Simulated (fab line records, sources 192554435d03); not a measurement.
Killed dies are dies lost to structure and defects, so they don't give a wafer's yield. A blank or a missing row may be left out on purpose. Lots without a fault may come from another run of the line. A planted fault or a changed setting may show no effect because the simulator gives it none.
Chamber matching | flow n5_finfet | N5_FIN_SAQP_STRIP_77 on rie_diel-03: 4 sister chambers
The step strips in N2/H2, time 90 s. 4 wafers are shown with their chamber, then 10 later ones without.

WAFERS WITH THEIR CHAMBER
wafer  | chamber | drypump_motor_current_A (A)
L080.6 | 1       | 5.2
L089.2 | 2       | 5.4
L089.4 | 0       | 5.7
L091.5 | 3       | 6.3

WAFERS WITHOUT THEIR CHAMBER
wafer  | drypump_motor_current_A (A)
L091.6 | 5.3
L094.1 | 5.7
L094.2 | 5.3
L094.5 | 6.3
L095.2 | 5.3
L095.3 | 5.2
L095.4 | 5.7
L097.2 | 5.3
L097.4 | 6.4
L097.5 | 5.7

WHICH CHAMBER EACH WENT THROUGH
wafer  | from the rows above     | in truth
L091.6 | can't be placed: 1 or 2 | 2
L094.1 | 0                       | 0
L094.2 | can't be placed: 1 or 2 | 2
L094.5 | 3                       | 3
L095.2 | can't be placed: 1 or 2 | 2
L095.3 | 1                       | 1
L095.4 | 0                       | 0
L097.2 | can't be placed: 1 or 2 | 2
L097.4 | 3                       | 3
L097.5 | 0                       | 0
Placed correctly: 6 of 10. Can't be placed from these rows: 4 (the true chamber is among the candidates in 4). Placed wrongly: 0.
How it was worked out, from the rows above alone: a wafer's distance from a chamber is the root of the sum, over the readings, of the square of ((its reading less the chamber's mean) divided by the reading's scatter). The wafer belongs to the nearest chamber; if the next one is less than 2 further off, it can't be placed. A chamber's mean is the mean of its shown wafers. The scatter: with one shown wafer a chamber, the root of the mean of the squares of how far each hidden wafer lies from its nearest shown one.
